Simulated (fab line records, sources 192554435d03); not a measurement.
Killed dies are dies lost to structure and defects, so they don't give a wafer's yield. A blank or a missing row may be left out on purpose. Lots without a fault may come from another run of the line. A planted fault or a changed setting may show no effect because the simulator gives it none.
Chamber matching | flow n5_finfet | N5_BEOL_M2_ALD_84 on ald_metal-03: 4 sister chambers
The step deposits TaN, pulse time 2 s, purge time 3 s, co reactant purge time 2 s. 4 wafers are shown with their chamber, then 10 later ones without.

WAFERS WITH THEIR CHAMBER
wafer  | chamber | heater_power_w (W)
L089.2 | 0       | 426
L089.6 | 1       | 409
L090.1 | 3       | 452
L090.2 | 2       | 379

WAFERS WITHOUT THEIR CHAMBER
wafer  | heater_power_w (W)
L090.4 | 429
L092.1 | 403
L092.3 | 414
L092.4 | 367
L095.4 | 432
L095.5 | 404
L095.6 | 375
L097.2 | 408
L097.3 | 444
L097.5 | 433

WHICH CHAMBER EACH WENT THROUGH
wafer  | from the rows above     | in truth
L090.4 | 0                       | 0
L092.1 | 1                       | 1
L092.3 | can't be placed: 1 or 0 | 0
L092.4 | 2                       | 2
L095.4 | 0                       | 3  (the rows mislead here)
L095.5 | 1                       | 1
L095.6 | 2                       | 2
L097.2 | 1                       | 1
L097.3 | can't be placed: 3 or 0 | 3
L097.5 | can't be placed: 0 or 3 | 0
Placed correctly: 6 of 10. Can't be placed from these rows: 3 (the true chamber is among the candidates in 3). Placed wrongly: 1.
How it was worked out, from the rows above alone: a wafer's distance from a chamber is the root of the sum, over the readings, of the square of ((its reading less the chamber's mean) divided by the reading's scatter). The wafer belongs to the nearest chamber; if the next one is less than 2 further off, it can't be placed. A chamber's mean is the mean of its shown wafers. The scatter: with one shown wafer a chamber, the root of the mean of the squares of how far each hidden wafer lies from its nearest shown one.
